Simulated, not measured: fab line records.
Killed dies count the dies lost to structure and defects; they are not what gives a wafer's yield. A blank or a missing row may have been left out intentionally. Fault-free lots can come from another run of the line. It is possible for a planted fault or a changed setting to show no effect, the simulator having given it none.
Lot-split experiment || flow n5Finfet || 7 lots, 21 wafers read, on a route of 1938 steps

THE SPLIT ITSELF
At N5_BEOL_M9_ETCH_66 (etches SOC in N2/H2, target depth 80 nm, overetch 16 nm, time 120 s), the setting timeS was moved away from the recipe's 120 s on 5 of the 21 wafers read, by -11.7% to +19.2%. The other wafers ran this setting at the recipe's value.

The reading comes from the split's own step.

THE READING
SiARC_of_BEOL_M9_COAT_64.thkNm (the simulator's own value, which no gauge read), in nm, at N5_BEOL_M9_ETCH_66 (etches SOC in N2/H2, target depth 80 nm, overetch 16 nm, time 120 s). No usual value for it is given in the file. Average 6.3 nm, standard deviation 0.099 nm, over the 16 wafers here run with the recipe.

{"wafer": "L074.4", "tool, chamber at the split": "rieDiel-06, 3", "timeS as run, s": 128.1, "against the recipe": "+6.7%", "SiARC_of_BEOL_M9_COAT_64.thkNm, nm": 6, "against lot-mates on the recipe": -0.2}
{"wafer": "L074.5", "tool, chamber at the split": "rieDiel-06, 1,0", "timeS as run, s": 120, "against the recipe": "recipe", "SiARC_of_BEOL_M9_COAT_64.thkNm, nm": 6.2, "against lot-mates on the recipe": "-"}
{"wafer": "L074.6", "tool, chamber at the split": "rieDiel-06, 1,0", "timeS as run, s": 120, "against the recipe": "recipe", "SiARC_of_BEOL_M9_COAT_64.thkNm, nm": 6.2, "against lot-mates on the recipe": "-"}
{"wafer": "L081.1", "tool, chamber at the split": "rieDiel-02, 0,3", "timeS as run, s": 129.2, "against the recipe": "+7.7%", "SiARC_of_BEOL_M9_COAT_64.thkNm, nm": 5.8, "against lot-mates on the recipe": -0.4}
{"wafer": "L081.5", "tool, chamber at the split": "rieDiel-02, 0,3", "timeS as run, s": 129.2, "against the recipe": "+7.7%", "SiARC_of_BEOL_M9_COAT_64.thkNm, nm": 5.8, "against lot-mates on the recipe": -0.4}
{"wafer": "L081.6", "tool, chamber at the split": "rieDiel-02, 2", "timeS as run, s": 120, "against the recipe": "recipe", "SiARC_of_BEOL_M9_COAT_64.thkNm, nm": 6.2, "against lot-mates on the recipe": "-"}
{"wafer": "L084.2", "tool, chamber at the split": "rieDiel-06, 3", "timeS as run, s": 120, "against the recipe": "recipe", "SiARC_of_BEOL_M9_COAT_64.thkNm, nm": 6.4, "against lot-mates on the recipe": "-"}
{"wafer": "L084.4", "tool, chamber at the split": "rieDiel-06, 3,1", "timeS as run, s": 120, "against the recipe": "recipe", "SiARC_of_BEOL_M9_COAT_64.thkNm, nm": 6.2, "against lot-mates on the recipe": "-"}
{"wafer": "L084.6", "tool, chamber at the split": "rieDiel-06, 3,1", "timeS as run, s": 120, "against the recipe": "recipe", "SiARC_of_BEOL_M9_COAT_64.thkNm, nm": 6.2, "against lot-mates on the recipe": "-"}
{"wafer": "L086.2", "tool, chamber at the split": "rieDiel-06, 1", "timeS as run, s": 120, "against the recipe": "recipe", "SiARC_of_BEOL_M9_COAT_64.thkNm, nm": 6.4, "against lot-mates on the recipe": "-"}
{"wafer": "L086.3", "tool, chamber at the split": "rieDiel-06, 0,3", "timeS as run, s": 120, "against the recipe": "recipe", "SiARC_of_BEOL_M9_COAT_64.thkNm, nm": 6.2, "against lot-mates on the recipe": "-"}
{"wafer": "L086.4", "tool, chamber at the split": "rieDiel-06, 0,3", "timeS as run, s": 120, "against the recipe": "recipe", "SiARC_of_BEOL_M9_COAT_64.thkNm, nm": 6.2, "against lot-mates on the recipe": "-"}
{"wafer": "L088.2", "tool, chamber at the split": "rieDiel-06, 1", "timeS as run, s": 120, "against the recipe": "recipe", "SiARC_of_BEOL_M9_COAT_64.thkNm, nm": 6.4, "against lot-mates on the recipe": "-"}
{"wafer": "L088.6", "tool, chamber at the split": "rieDiel-06, 1", "timeS as run, s": 120, "against the recipe": "recipe", "SiARC_of_BEOL_M9_COAT_64.thkNm, nm": 6.4, "against lot-mates on the recipe": "-"}
{"wafer": "L088.4", "tool, chamber at the split": "rieDiel-06, 0", "timeS as run, s": 105.9, "against the recipe": "-11.7%", "SiARC_of_BEOL_M9_COAT_64.thkNm, nm": 7, "against lot-mates on the recipe": "+0.6"}
{"wafer": "L093.1", "tool, chamber at the split": "rieDiel-02, 0,2", "timeS as run, s": 120, "against the recipe": "recipe", "SiARC_of_BEOL_M9_COAT_64.thkNm, nm": 6.2, "against lot-mates on the recipe": "-"}
{"wafer": "L093.2", "tool, chamber at the split": "rieDiel-02, 0,2", "timeS as run, s": 120, "against the recipe": "recipe", "SiARC_of_BEOL_M9_COAT_64.thkNm, nm": 6.2, "against lot-mates on the recipe": "-"}
{"wafer": "L093.3", "tool, chamber at the split": "rieDiel-02, 3", "timeS as run, s": 120, "against the recipe": "recipe", "SiARC_of_BEOL_M9_COAT_64.thkNm, nm": 6.4, "against lot-mates on the recipe": "-"}
{"wafer": "L094.2", "tool, chamber at the split": "rieDiel-05, 1,2", "timeS as run, s": 120, "against the recipe": "recipe", "SiARC_of_BEOL_M9_COAT_64.thkNm, nm": 6.4, "against lot-mates on the recipe": "-"}
{"wafer": "L094.4", "tool, chamber at the split": "rieDiel-05, 1,2", "timeS as run, s": 120, "against the recipe": "recipe", "SiARC_of_BEOL_M9_COAT_64.thkNm, nm": 6.4, "against lot-mates on the recipe": "-"}
{"wafer": "L094.3", "tool, chamber at the split": "rieDiel-05, 0", "timeS as run, s": 143.1, "against the recipe": "+19.2%", "SiARC_of_BEOL_M9_COAT_64.thkNm, nm": 5.2, "against lot-mates on the recipe": -1.2}
If several chambers appear in one row, that row covers several wafers at once and the file leaves open which wafer was in which chamber.

FIT RESULTS
A straight line over all 21 wafers: SiARC_of_BEOL_M9_COAT_64.thkNm changes by -0.0578 nm for each +1% of timeS; r = -0.96; the points scatter about the line by 0.096 nm.
The same after taking each lot's own level away (the mean of its wafers on the recipe; 21 wafers): -0.0562 nm for each +1%; r = -0.97; scatter 0.083 nm.
On that fit, the largest move of timeS shifts the reading by 1.1 nm.
Across the lots, their own levels run from 6.20 to 6.40 nm, a range of 2.0 times the standard deviation given above.
The two slopes agree, so the slope changes little with the lot-to-lot level.
Check: for one of the wafers moved furthest among these (+19.2%), held out of the fit, the line's prediction against its lot-mates is -0.927 nm. It came out at -1.2 nm against them.

ADDITIONAL SPLITS CARRIED BY THESE WAFERS
Before the reading, these wafers also passed through other splits. Each is held against what the fit with the lots' levels taken away leaves over:
{"other split on the same wafers": "N5_BEOL_M7_PECVD_70 tempC", "wafers away from the commonest value": 5, "r with SiARC_of_BEOL_M9_COAT_64.thkNm (lot level and that fit taken away)": "+0.08"}
{"other split on the same wafers": "N5_BEOL_M7_COAT_05 spinRpm", "wafers away from the commonest value": 3, "r with SiARC_of_BEOL_M9_COAT_64.thkNm (lot level and that fit taken away)": "+0.00"}
{"other split on the same wafers": "N5_BEOL_M7_VIA_ETCH_34 sourceW", "wafers away from the commonest value": 7, "r with SiARC_of_BEOL_M9_COAT_64.thkNm (lot level and that fit taken away)": -0.07}
{"other split on the same wafers": "N5_BEOL_M7_ETCH_41 sourceW", "wafers away from the commonest value": 6, "r with SiARC_of_BEOL_M9_COAT_64.thkNm (lot level and that fit taken away)": -0.05}
{"other split on the same wafers": "N5_BEOL_M8_COAT_05 spinRpm", "wafers away from the commonest value": 7, "r with SiARC_of_BEOL_M9_COAT_64.thkNm (lot level and that fit taken away)": "+0.02"}
{"other split on the same wafers": "N5_BEOL_M8_DESCUM_16 timeS", "wafers away from the commonest value": 7, "r with SiARC_of_BEOL_M9_COAT_64.thkNm (lot level and that fit taken away)": "+0.09"}
{"other split on the same wafers": "N5_BEOL_M9_COAT_22 spinRpm", "wafers away from the commonest value": 7, "r with SiARC_of_BEOL_M9_COAT_64.thkNm (lot level and that fit taken away)": "+0.40"}

FILE'S OWN FIT
SiARC_of_BEOL_M9_COAT_64.thkNm changes by -0.0564 nm for each +1% of timeS, r = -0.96.
